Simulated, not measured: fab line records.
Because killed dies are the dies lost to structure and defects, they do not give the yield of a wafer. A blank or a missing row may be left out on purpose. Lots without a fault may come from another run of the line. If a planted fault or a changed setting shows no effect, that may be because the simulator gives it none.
Comparing a struck lot with a sound one || flow n5Finfet || 37 out of 1938 route steps
Sound: wafers L376.2, L376.3, L376.5. The struck wafers were L380.1, L380.4, L380.5. The cause is named last.
For every step that has rows: the tool of each side, followed by ch and its chambers, followed by its first start. Under that, the readings that differ: sound wafers || struck wafers || difference of the means || sigmas: that difference in standard deviations of wafers without a fault.
alike: readings with means less than 2 such deviations apart, plus words and numbers identical on both sides. not compared: withheld readings, readings lacking a value on some wafer, bounds such as >300 that could conceal the same value, and numbers that have no deviation in the record and whose values overlap.
A row with sigmas, a row that says differs or no value, or rows on one side alone: a step with any of these is where the two part. Numbers that don't overlap but have no deviation are shown without sigmas and don't part them. Lack of a reading on every wafer of one side parts them only where that side has two or more wafers.

first, 11 steps without rows for these wafers: N5_BEOL_M14_TRENCH_ETCH_34 (etches SiO2 in C4F8/O2/Ar, target depth 556.65 nm, time 126.9 s); N5_BEOL_M14_STRIP_70 (strips in C4F8/O2/Ar); N5_BEOL_M14_STRIP_37 (strips in O2); N5_BEOL_M14_ETCH_38 (etches SiCN in CF4/N2, target depth 106.5 nm, time 120.6 s); N5_BEOL_M14_PRECLEAN_39 (cleans in residue remover, time 60 s); N5_BEOL_M14_SRD_40 (time 30 s, dry time 30 s); N5_BEOL_M14_DEGAS_41 (time 60 s); N5_BEOL_M14_PRE_CLEAN_42 (time 30 s); N5_BEOL_M14_SPUTTER_43 (material TaN, target thk 15 nm, time 24.19 s); N5_BEOL_M14_SPUTTER_44 (material Ta, target thk 15 nm, time 24.19 s); N5_BEOL_M14_SPUTTER_45 (material Cu, target thk 100 nm, time 16.67 s).
N5_BEOL_M14_ECD_47: material Cu, target thk 1248 nm.
  sound on ecdCu-01 ch 0, day 10 18:12; struck on ecdCu-01 ch 0,1, day 11 22:17
{"reading": "model.Cu_of_BEOL_M14_ECD_47.thkNm (nm)", "sound": "1251 1257 1242", "struck": "381.2 402.4 368.8", "difference": -865.9, "sigmas": ""}
then, 1 step without rows for these wafers: N5_BEOL_M14_ANNEAL_48 (time 90 s).
N5_BEOL_M14_CMP_49: polishes, stops on SiO2, t overpolish 5.2 s, target thk 560 nm.
  sound on cmp-04 ch 0,1,3, day 10 18:44; struck on cmp-03 ch 1,2,3, day 11 23:40
{"reading": "timeToEndpointS (s)", "sound": "131 131 129", "struck": "39 47 31", "difference": -91, "sigmas": -14}
{"reading": "model.Cu_of_BEOL_M14_ECD_47.thkNm (nm)", "sound": "571.2 574.4 567", "struck": "381.2 402.4 368.8", "difference": -186.7, "sigmas": ""}
  alike: motorCurrentA, retainingRingPressureFrac
N5_BEOL_M14_THK_MEAS_50: measures by xrf.
  sound on filmMetro-01 at day 10 18:59; struck on filmMetro-02 at day 11 23:53
{"reading": "M14_THK (nm)", "sound": "597 598 591", "struck": "390 411 379", "difference": -202, "sigmas": -10}
then, 2 steps without rows for these wafers: N5_BEOL_M14_PRE_CLEAN_52 (time 15 s); N5_BEOL_M14_DEP_53 (deposits SiCN from 3MS/NH3, target thk 50 nm, time 17.8 s).
N5_BEOL_M14_RS_MEAS_54: a four-point-probe measurement.
  sound on filmMetro-02 at day 10 19:07; struck on filmMetro-02 at day 12 00:02
{"reading": "M14_RS (ohm/sq)", "sound": "0.0326 0.0323 0.0327", "struck": "0.0493 0.0465 0.0510", "difference": "+0.0164", "sigmas": "+15"}
then, 17 steps without rows for these wafers: N5_BEOL_M15_ILD_DEP_00 (deposits SiO2 from TEOS/O2, target thk 1629.3 nm, time 346.1 s); N5_BEOL_M15_COAT_58 (time 60 s, resist thk 89 nm); N5_BEOL_M15_COAT_04 (resist thk 800 nm); N5_BEOL_M15_EBR_06; N5_BEOL_M15_SOFTBAKE_05 (time 60 s); N5_BEOL_M15_EXPOSE_07 (exposes mask V14); N5_BEOL_M15_PEB_08 (peb time 90 s); N5_BEOL_M15_DEVELOP_09 (develop time 45 s); N5_BEOL_M15_HARDBAKE_14 (time 120 s); N5_BEOL_M15_DESCUM_15 (chemistry O2, time 7.9 s); N5_BEOL_M15_ETCH_59 (etches BARC in N2/H2, target depth 89 nm, overetch 26.7 nm, time 67.9 s); N5_BEOL_M15_VIA_ETCH_16 (etches SiO2 in C4F8/O2/Ar, target depth 1792.2 nm); N5_BEOL_M15_STRIP_63 (strips in O2); N5_BEOL_M15_STRIP_64 (strips in O2); N5_BEOL_M15_STRIP_65 (strips in post etch residue remover, time 60 s); N5_BEOL_M15_SRD_66 (time 30 s, dry time 30 s); N5_BEOL_M15_COAT_56 (time 60 s, resist thk 550 nm).
N5_BEOL_M15_RC_MEAS_101:
  sound on prober-01 ch 0, day 11 01:16; struck on prober-01 ch 0, day 12 05:34
{"reading": "COMB_M13 (S/m)", "sound": "4.1e-12 5.4e-12 5.4e-12", "struck": "9.2e-12 6e-12 6.4e-12", "difference": "+2.2e-12", "sigmas": "+2"}
{"reading": "SERP_M14 (ohm/um)", "sound": "0.155 0.155 0.157", "struck": "0.237 0.220 0.237", "difference": "+0.076", "sigmas": "+13"}
{"reading": "SERP_M14_max_site (ohm/um)", "sound": "0.158 0.156 0.159", "struck": "0.239 0.223 0.243", "difference": "+0.077", "sigmas": "+13"}
  alike: COMB_M10, COMB_M11, COMB_M12, COMB_M15, COMB_M5, COMB_M6, COMB_M7, COMB_M8, COMB_M9, SERP_M10, SERP_M11, SERP_M11_max_site, SERP_M12, SERP_M13, SERP_M13_max_site, SERP_M5, SERP_M5_max_site, SERP_M6, SERP_M7, SERP_M8, SERP_M9
N5_PASSIVATION_PROBE_49:
  sound on prober-02 at day 11 14:10; struck on prober-01 at day 12 22:28
{"reading": "sort_bin_8_speed (%)", "sound": "0 0 0", "struck": "0.25 0 0.42", "difference": "+0.22", "sigmas": "+4"}
  alike: defectLimitedYield, killed_at_M0_to_M3, killed_at_M4_up, killedAtContacts, killedAtFrontEnd, killedAtOther, killedDies, killedOpen, killedShort, sort_bin_5_function, sort_bin_6_memory, sortNPass

== WHERE THEY PART ==
Last at N5_PASSIVATION_PROBE_49 as far as this record goes, first at N5_BEOL_M14_CMP_49.

WHY: what the simulator had put in
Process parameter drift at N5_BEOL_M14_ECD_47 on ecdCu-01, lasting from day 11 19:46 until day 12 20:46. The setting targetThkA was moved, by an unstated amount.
